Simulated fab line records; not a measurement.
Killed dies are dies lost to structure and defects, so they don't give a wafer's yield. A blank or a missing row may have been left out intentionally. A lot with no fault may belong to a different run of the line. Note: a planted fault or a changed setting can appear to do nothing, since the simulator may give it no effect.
Chamber matching :: flow n5Finfet :: N5_MOL_CONTACT_COAG_ETCH_48 on rieDiel-03: 3 sister chambers
The step etches SiOC in C4F6/O2, target depth 15 nm, overetch 4.5 nm, time 17 s. 3 wafers are shown with their chamber, then 4 later ones without.

## WAFERS, EACH WITH ITS CHAMBER
wafer: L092.4
chamber: 1
rfVppV (V): 1585

wafer: L093.2
chamber: 2
rfVppV (V): 1624

wafer: L093.3
chamber: 0
rfVppV (V): 1624

## WAFERS MISSING THEIR CHAMBER
wafer: L093.6
rfVppV (V): 1623

wafer: L095.4
rfVppV (V): 1623

wafer: L096.4
rfVppV (V): 1623

wafer: L096.6
rfVppV (V): 1623

## EACH ONE'S CHAMBER
wafer: L093.6
from the rows above: can't be placed: 0 or 2
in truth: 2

wafer: L095.4
from the rows above: can't be placed: 0 or 2
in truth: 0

wafer: L096.4
from the rows above: can't be placed: 0 or 2
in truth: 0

wafer: L096.6
from the rows above: can't be placed: 0 or 2
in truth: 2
Correct placement for 0 of the 4. Not placeable from these rows: 4 (in 4, the candidates include the true chamber). Number placed wrongly: 0.
How it was worked out, from the rows above alone: a wafer's distance from a chamber is the root of the sum, over the readings, of the square of ((its reading less the chamber's mean) divided by the reading's scatter). The wafer belongs to the nearest chamber; if the next one is less than 2 further off, it can't be placed. For every chamber, the mean is computed from those of its wafers that are shown. The scatter: with one shown wafer a chamber, the root of the mean of the squares of how far each hidden wafer lies from its nearest shown one.
